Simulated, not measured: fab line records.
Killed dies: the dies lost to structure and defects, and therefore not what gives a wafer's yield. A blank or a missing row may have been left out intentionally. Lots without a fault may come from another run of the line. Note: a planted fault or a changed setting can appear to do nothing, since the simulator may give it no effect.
Matching of chambers | flow n5-finfet | N5_FIN_CUT_CUT_ETCH_28 on rie-si-04: 4 sister chambers
The step etches Si in HBr/Cl2/O2, target depth 6 nm, time 2.4 s. 4 wafers are shown with their chamber, then 7 later ones without.

WAFERS, EACH WITH ITS CHAMBER
wafer  | chamber | throttle-valve-pct (%)
L081.1 | 1       | 36.88
L081.6 | 0       | 37.61
L085.1 | 3       | 37.16
L085.4 | 2       | 36.93

WAFERS WITHOUT THEIR CHAMBER
wafer  | throttle-valve-pct (%)
L085.6 | 37.62
L086.1 | 37.15
L086.4 | 36.92
L086.5 | 37.17
L096.1 | 36.88
L096.2 | 37.64
L096.5 | 36.87

EACH ONE'S CHAMBER
wafer  | from the rows above | in truth
L085.6 | 0                   | 0
L086.1 | 3                   | 3
L086.4 | 2                   | 2
L086.5 | 3                   | 3
L096.1 | 1                   | 1
L096.2 | 0                   | 0
L096.5 | 1                   | 1
Correctly placed: 7 of 7. Number that these rows cannot place: 0. Number placed wrongly: 0.
How it was worked out, from the rows above alone: a wafer's distance from a chamber is the root of the sum, over the readings, of the square of ((its reading less the chamber's mean) divided by the reading's scatter). The wafer belongs to the nearest chamber; if the next one is less than 2 further off, it can't be placed. The mean given for a chamber averages the wafers shown for that chamber. The scatter: with one shown wafer a chamber, the root of the mean of the squares of how far each hidden wafer lies from its nearest shown one.
